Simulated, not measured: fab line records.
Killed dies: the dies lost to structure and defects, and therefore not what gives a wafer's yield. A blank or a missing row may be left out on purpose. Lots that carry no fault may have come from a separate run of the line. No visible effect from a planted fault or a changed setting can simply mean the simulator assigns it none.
Chamber matching ; flow n5-finfet ; ald-sin-02 running N5_SDB_ALD_29: 4 sister chambers
The step deposits SiNx, target thk 30 nm, pulse time 1 s, ald cycles 600. 4 wafers are shown with their chamber, then 8 later ones without.

== WAFERS WITH THEIR CHAMBER ==
wafer;chamber;heater-power-w (W)
L083.3;0;772
L091.5;2;767
L091.6;3;892
L093.1;1;897

== WAFERS WITH NO CHAMBER GIVEN ==
wafer;heater-power-w (W)
L093.2;767
L093.5;881
L095.4;790
L095.5;767
L095.6;884
L097.2;895
L097.3;892
L097.5;922

== WHICH CHAMBER EACH WENT THROUGH ==
wafer;from the rows above;in truth
L093.2;can't be placed: 2 or 0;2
L093.5;can't be placed: 3 or 1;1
L095.4;can't be placed: 0 or 2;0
L095.5;can't be placed: 2 or 0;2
L095.6;can't be placed: 3 or 1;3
L097.2;can't be placed: 1 or 3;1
L097.3;can't be placed: 3 or 1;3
L097.5;can't be placed: 1 or 3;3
Correctly placed: 0 of 8. From these rows, 8 cannot be placed; in 8 the true chamber is one of the candidates. Number placed wrongly: 0.
How it was worked out, from the rows above alone: a wafer's distance from a chamber is the root of the sum, over the readings, of the square of ((its reading less the chamber's mean) divided by the reading's scatter). If the next closest chamber is less than 2 further off than the closest, the wafer can't be placed; otherwise it belongs to the closest. A chamber's mean is the mean of its shown wafers. The scatter: root of mean squared gap, hidden wafer to nearest shown wafer, with one shown wafer a chamber.
